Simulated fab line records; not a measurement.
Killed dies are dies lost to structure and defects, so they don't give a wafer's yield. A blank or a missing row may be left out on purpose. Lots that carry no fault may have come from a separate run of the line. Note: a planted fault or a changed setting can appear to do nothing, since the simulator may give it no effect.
The tool behind it: which one?	flow nand_harc	6 lots, 18 wafers sampled, at 5 steps of a route of 1302

== WHAT THE GAUGES READ, wafer by wafer ==
NHARC_END_SORT_01.
lot	measured	on	killed_at_periphery
L466	day 26 07:30	prober-01	0 4 1
L468	day 26 05:54	prober-02	3 2 2
L476	day 30 11:58	prober-02	636 638 645
L478	day 31 16:59	prober-02	617 619 621
L482	day 33 12:43	prober-01	4 2 3
L484	day 33 04:46	prober-02	4 2 2

== WHAT TOOL EACH LOT RAN ON (gives the tool, then ch and the chambers of the sampled wafers, and finally the start) ==
lot	NHARC_P_M0_ANNEAL_30	NHARC_P_M1_ETCH_28	NHARC_P_M1_PVD_21	NHARC_P_M1_PRE_CLEAN_32
L466	rtp_anneal-01 ch 0, day 7 13:46	rie_diel-06 ch 2,3, day 7 17:18 or earlier	pvd_sputter-01, day 7 17:18	pecvd-04 ch 0,2, day 7 18:41
L468	rtp_anneal-01 ch 0, day 8 17:58	rie_diel-06 ch 1,2,3, day 8 21:28 or earlier	pvd_sputter-02, day 8 21:28	pecvd-04 ch 0,2, day 8 22:50
L476	rtp_anneal-02 ch 0, day 12 03:13	rie_diel-02 ch 0,1, day 12 06:57 or earlier	pvd_sputter-02, day 12 06:57	pecvd-03 ch 0,2, day 12 08:20
L478	rtp_anneal-01 ch 0, day 13 00:58	rie_diel-10 ch 0,3, day 13 04:27 or earlier	pvd_sputter-03, day 13 04:27	pecvd-03 ch 0,1,2, day 13 05:54
L482	rtp_anneal-01 ch 0, day 14 14:34	rie_diel-10 ch 0,2,3, day 14 18:14 or earlier	pvd_sputter-02, day 14 18:14	pecvd-01 ch 0,1, day 14 19:38
L484	rtp_anneal-01 ch 0, day 15 06:49	rie_diel-02 ch 0,1,2, day 15 10:27 or earlier	pvd_sputter-02, day 15 10:27	pecvd-03 ch 0,1, day 15 12:10
- NHARC_P_M0_ANNEAL_30: time 90 s.
- NHARC_P_M1_ETCH_28: etches the open film in CF4/N2, target depth 30 nm, time 72.99 s.
- NHARC_P_M1_PVD_21: deposits Cu, target thk 30 nm, time 20.49 s.
- NHARC_P_M1_PRE_CLEAN_32: time 12 s.

== THE ANSWER, worked out from the rows above alone ==
Rule: usual is defined by the lots themselves. The widest of any qualifying gaps counts: lots, ordered by their means at a reading, are off when they make up no more than a third of the lots, leave a main group of 4 or more, and stand apart from it by 3 or more times the standard deviation of that group's means. A main group whose means are all the same, to the digits that the tables above print for the reading, isn't used. Also off: a lot with no number at a reading for which 4 or more lots have one. Any other lot the step has rows for is counted as sound.
Off, at NHARC_END_SORT_01 on killed_at_periphery: L476, L478. Main group: mean 2.4, sd 0.49.
A tool fits if, at a process step before that reading, it ran every lot that is off, and no sound lot after the first of them. The gauges at NHARC_END_SORT_01 are tried like those tools. Because NHARC_P_M1_ETCH_28 lacks a start for some lots, the hours and order of its lots are taken from NHARC_P_M1_PVD_21. Not one of the candidates tried fits.

== WHAT THE SIMULATOR HAD INSERTED ==
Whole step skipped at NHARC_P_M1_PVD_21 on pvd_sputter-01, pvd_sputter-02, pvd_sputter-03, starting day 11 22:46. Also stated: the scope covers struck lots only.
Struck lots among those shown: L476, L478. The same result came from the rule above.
